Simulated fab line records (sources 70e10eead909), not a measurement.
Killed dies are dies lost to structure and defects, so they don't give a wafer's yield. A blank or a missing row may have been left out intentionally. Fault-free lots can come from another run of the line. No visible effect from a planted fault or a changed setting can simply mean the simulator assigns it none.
Comparing a struck lot with a sound one :: flow nand_harc :: 14 steps out of a route of 1302
Sound: these wafers, L996.2, L996.3, L996.6. Struck: wafers L109.4, L109.5 (left out: L109.3, a lot-mate that was not struck); the cause follows at the end.
Order at every step that has rows: each side's tool, ch and its chambers, its first start. Under that, the readings that differ: sound wafers :: struck wafers :: difference of the means :: sigmas: that difference in standard deviations of wafers without a fault.
alike: words and numbers the same on both sides, and readings whose means are apart by under 2 such deviations; not compared: readings that were withheld, readings missing a value for some wafer, numbers with overlapping values and no deviation given by the record, and bounds like >300 which may hide the same value.
The two part at a step that has a row with sigmas, a row that says differs or no value, or rows on one side only. Non-overlapping numbers with no deviation appear without sigmas and do not part them. Lack of a reading on every wafer of one side parts them only where that side has two or more wafers.

first, 7 steps without rows for these wafers: NHARC_A_SGD_CUT_COAT_57 (time 65 s); NHARC_A_SGD_CUT_COAT_03 (resist thk 90 nm); NHARC_A_SGD_CUT_SOFTBAKE_04 (time 55 s); NHARC_A_SGD_CUT_EBR_05; NHARC_A_SGD_CUT_EXPOSE_06 (exposes mask SGD); NHARC_A_SGD_CUT_PEB_07 (peb time 65 s); NHARC_A_SGD_CUT_DEVELOP_08 (develop time 35 s).
NHARC_A_SGD_CUT_CD_MEAS_09 targets a cd of 100 nm.
  sound on cd_sem-02 ch 0, day 21 08:44; struck on cd_sem-03 ch 0, day 27 06:52
  alike: cd_nm
NHARC_A_SGD_CUT_OVL_MEAS_10:
  struck on overlay-01, day 27 06:57; sound on overlay-02, day 21 08:49
  alike: overlay_x_nm, overlay_y_nm
NHARC_A_SGD_CUT_INSPECT_11:
  struck on defect_inspect-02, day 27 06:59; sound on defect_inspect-02, day 21 08:51
  alike: raw_defect_count
NHARC_A_SGD_CUT_DESCUM_14: chemistry O2, time 3 s.
  sound on rie_diel-09 ch 1,2,3, day 21 08:55; struck on rie_diel-06 ch 1,3, day 27 07:02
  alike: drypump_motor_current_A, oes_product_au, rf_vpp_V, showerhead_plenum_p_Torr, throttle_valve_pct
  not compared: rf_hours_counter_h
NHARC_A_SGD_CUT_ETCH_58: etches the open film in CF4, target depth 39 nm, time 65 s.
  sound on rie_diel-09 ch 0,3, day 21 09:00; struck on rie_diel-06 ch 1,3, day 27 07:08
reading: rf_vpp_V (V)
sound: 150.4 151.7 153.1
struck: 149.5 149.8
difference: -2.1
sigmas: -2
  alike: drypump_motor_current_A, oes_product_au, run_length_s, showerhead_plenum_p_Torr, throttle_valve_pct
  not compared: rf_hours_counter_h
NHARC_A_SGD_CUT_ETCH_59: etches the open film in N2/H2, target depth 260 nm, time 406.25 s.
  sound on rie_diel-09 ch 0,1, day 21 09:07; struck on rie_diel-06 ch 0,3, day 27 07:15
reading: run_length_s (s)
sound: 427.1 427.8 427.1
struck: 329.1 329.0
difference: -98.3
sigmas: -99 or more
  alike: drypump_motor_current_A, oes_product_au, rf_vpp_V, showerhead_plenum_p_Torr, throttle_valve_pct
  not compared: rf_hours_counter_h
NHARC_A_SGD_CUT_ETCH_15: etches the open film in CH3F/O2, target depth 75 nm, time 64.3 s.
  sound on rie_diel-09 ch 0,1,2; struck on rie_diel-06 ch 0,2
  alike: drypump_motor_current_A, oes_product_au, rf_vpp_V, run_length_s, showerhead_plenum_p_Torr, throttle_valve_pct
  not compared: rf_hours_counter_h

WHERE THEY PART
Earliest at NHARC_A_SGD_CUT_ETCH_58; latest, in this record, at NHARC_A_SGD_CUT_ETCH_59. Later steps at which nothing parts them and some readings are alike: NHARC_A_SGD_CUT_ETCH_15.

WHY: whatever the simulator had introduced
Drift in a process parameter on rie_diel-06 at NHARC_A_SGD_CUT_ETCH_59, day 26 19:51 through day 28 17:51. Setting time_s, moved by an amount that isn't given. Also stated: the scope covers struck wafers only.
